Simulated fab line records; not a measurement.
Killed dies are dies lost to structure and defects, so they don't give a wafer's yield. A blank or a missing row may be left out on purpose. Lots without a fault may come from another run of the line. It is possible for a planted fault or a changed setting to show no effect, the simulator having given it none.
Comparing a struck lot with a sound one + flow nand-harc + 14 steps out of a route of 1302
Sound: these wafers, L452.1, L452.3, L452.4. Wafers L458.3, L458.4, L458.6 were the ones struck. The cause is given at the end.
At each step with rows: each side's tool, then ch and its chambers, then its first start. Under that, the readings that differ: sound wafers + struck wafers + difference of the means + sigmas: that difference in standard deviations of wafers without a fault.
alike: a reading whose means differ by less than 2 such deviations, as well as words and numbers matching on both sides. not compared: withheld readings; readings where some wafer has no value; bounds like >300 that might hide an equal value; numbers whose values overlap and for which the record gives no deviation.
The two part at a step that has a row with sigmas, a row that says differs or no value, or rows on one side only. Non-overlapping numbers with no deviation appear without sigmas and do not part them. A reading missing from all wafers of one side parts the sides only when that side holds two or more wafers.

NHARC_A_ONON_D2_THK_MEAS_05: measures by ellipsometry.
  sound on film-metro-01, day 13 06:53; struck on film-metro-02, day 15 04:25
  alike: thk-nm
next comes 1 step that has no rows for these wafers: NHARC_A_ONON_D2_DEP_06 (target thickness 1000 nm).
NHARC_A_ONON_D2_THK_MEAS_08: measures by ellipsometry.
  sound on film-metro-01, day 13 07:28; struck on film-metro-01, day 15 04:59
  alike: thk-nm
next comes 1 step that has no rows for these wafers: NHARC_A_ONON_D2_DEP_09 (target thickness 1000 nm).
NHARC_A_ONON_D2_THK_MEAS_11: measures by ellipsometry.
  sound on film-metro-02, day 13 08:02; struck on film-metro-01, day 15 05:32
  alike: thk-nm
next comes 1 step that has no rows for these wafers: NHARC_A_ONON_D2_DEP_12 (target thickness 1000 nm).
NHARC_A_ONON_D2_THK_MEAS_14: measures by ellipsometry.
  sound on film-metro-01, day 13 08:35; struck on film-metro-02, day 15 06:07
  alike: thk-nm
then, 2 steps without rows for these wafers: NHARC_A_ONON_D2_ANNEAL_15 (time 3600 s); NHARC_A_ONON_D2_DEP_16 (target thk 1000 nm).
NHARC_A_ONON_D2_THK_MEAS_18: measures by ellipsometry.
  sound on film-metro-02, day 13 16:01; struck on film-metro-01, day 15 13:41
  alike: thk-nm
next comes 1 step that has no rows for these wafers: NHARC_A_ONON_D2_DEP_19 (target thickness 1000 nm).
NHARC_A_ONON_D2_THK_MEAS_21: measures by ellipsometry.
  sound on film-metro-01, day 13 16:35; struck on film-metro-01, day 15 14:15
  alike: thk-nm
NHARC_A_ONON_D2_DEP_22: target thk 1000 nm.
  struck on pecvd-onon-01, day 15 14:25; sound on pecvd-onon-02 ch 0, day 13 16:38
  no value came back on the struck wafers for n2-flow-sccm (sccm), n2o-flow-sccm (sccm), susceptor-temp-C (C); on the sound wafers n2-flow-sccm (sccm) reads 2746 2750 2744
-- record jumps: 11 days between struck wafers' starts before vs after; left off in module A_ONON_D2, resumes in module END, first step shown is number 1302 of the route --
NHARC_END_SORT_01:
  here the record holds rows for the struck wafers (prober-01 ch 0, day 26 23:39) but none for the sound ones

WHERE THEY PART
First at NHARC_A_ONON_D2_DEP_22; last, within this record, at NHARC_END_SORT_01.

WHY: whatever the simulator had introduced
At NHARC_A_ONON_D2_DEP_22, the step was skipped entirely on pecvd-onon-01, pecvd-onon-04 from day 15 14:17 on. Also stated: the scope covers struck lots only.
